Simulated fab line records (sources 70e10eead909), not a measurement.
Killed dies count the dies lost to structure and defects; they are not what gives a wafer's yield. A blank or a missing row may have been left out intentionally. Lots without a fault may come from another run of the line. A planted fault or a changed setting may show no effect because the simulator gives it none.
A struck lot beside a sound one | flow nand_harc | 15 steps out of a route of 1159
Sound: wafers L457.1, L457.4, L457.6. Struck: wafer L469.6 (L469.1, L469.3, from the same lot, were not struck and are left out); the cause is given at the end.
For every step that has rows: the tool of each side, followed by ch and its chambers, followed by its first start. Under that, the readings that differ: sound wafers | struck wafers | difference of the means | sigmas: that difference in standard deviations of wafers without a fault.
alike: readings with means less than 2 such deviations apart, plus words and numbers identical on both sides. not compared: withheld readings, readings lacking a value on some wafer, bounds such as >300 that could conceal the same value, and numbers that have no deviation in the record and whose values overlap.
Wherever a step has rows on one side only, a row that says differs or no value, or a row with sigmas, the two part there. Non-overlapping numbers with no deviation appear without sigmas and do not part them. A reading missing from all wafers of one side parts the sides only when that side holds two or more wafers.

first, 2 steps without rows for these wafers: NHARC_P_GATE_DESCUM_93 (chemistry O2, time 3 s); NHARC_P_GATE_IMPLANT_94.
NHARC_P_GATE_STRIP_113: strips in N2/H2, time 740 s.
  sound on plasma_asher-02 ch 0,1, day 5 11:27; struck on plasma_asher-01 ch 0, day 8 16:25
  reading            | sound    | struck | difference | sigmas
  heater_power_w (W) | 81 72 83 | 101    | +22        | +2
  alike: drypump_motor_current_A, run_length_s
  not compared: rf_hours_counter_h
then, 2 steps without rows for these wafers: NHARC_P_GATE_STRIP_95 (strips in O2); NHARC_P_GATE_STRIP_96 (strips in SPM, time 900 s).
NHARC_P_GATE_RTA_64: time 1 s.
  sound on rtp_anneal-01 ch 0, day 5 12:52; struck on rtp_anneal-02 ch 0, day 8 17:43
  alike: lamp_power_pct, lamp_zone_4_pct, wafer_temp_C_max
then, 1 step without rows for these wafers: NHARC_P_GATE_ETCH_77 (etches SiO2 in dHF, target depth 6 nm).
NHARC_P_GATE_DEGAS_109: time 60 s.
  sound on pvd_sputter-02, day 5 13:11; struck on pvd_sputter-03, day 8 18:01
  alike: heater_power_w, susceptor_temp_C
then, 3 steps without rows for these wafers: NHARC_P_GATE_PRE_CLEAN_110 (time 30 s); NHARC_P_GATE_SPUTTER_78 (material Ni, target thk 10 nm); NHARC_P_GATE_SPUTTER_79 (material TiN, target thk 10 nm).
NHARC_P_GATE_RTA_80: time 30 s.
  sound on rtp_anneal-02 ch 0, day 5 13:29; struck on rtp_anneal-01 ch 0, day 8 18:19
  reading             | sound             | struck | difference | sigmas
  lamp_power_pct (%)  | 2.073 2.078 2.076 | 2.090  | +0.014     | +2
  lamp_zone_4_pct (%) | 2.077 2.075 2.075 | 2.092  | +0.016     | +2
  alike: wafer_temp_C_max
NHARC_P_GATE_STRIP_67: strips in SPM, time 600 s.
  sound on wet_bench-07 ch 4,5,7, day 5 13:43; struck on wet_bench-07 ch 4, day 8 18:31
  reading          | sound             | struck | difference | sigmas
  run_length_s (s) | 602.1 603.1 603.5 | 198.7  | -404.2     | -99 or more
  alike: bath_heat_duty_pct
NHARC_P_GATE_RTA_82: time 30 s.
  sound on rtp_anneal-02 ch 0, day 5 13:59; struck on rtp_anneal-02 ch 0, day 8 18:52
  alike: lamp_power_pct, lamp_zone_4_pct, wafer_temp_C_max
NHARC_END_SORT_01:
  the record has rows for the sound wafers here (prober-01 ch 0, day 20 11:32) and none for the struck ones

WHERE THEY PART
At NHARC_P_GATE_STRIP_113 first; at NHARC_END_SORT_01 last (within this record only).

WHY: what the simulator had put in
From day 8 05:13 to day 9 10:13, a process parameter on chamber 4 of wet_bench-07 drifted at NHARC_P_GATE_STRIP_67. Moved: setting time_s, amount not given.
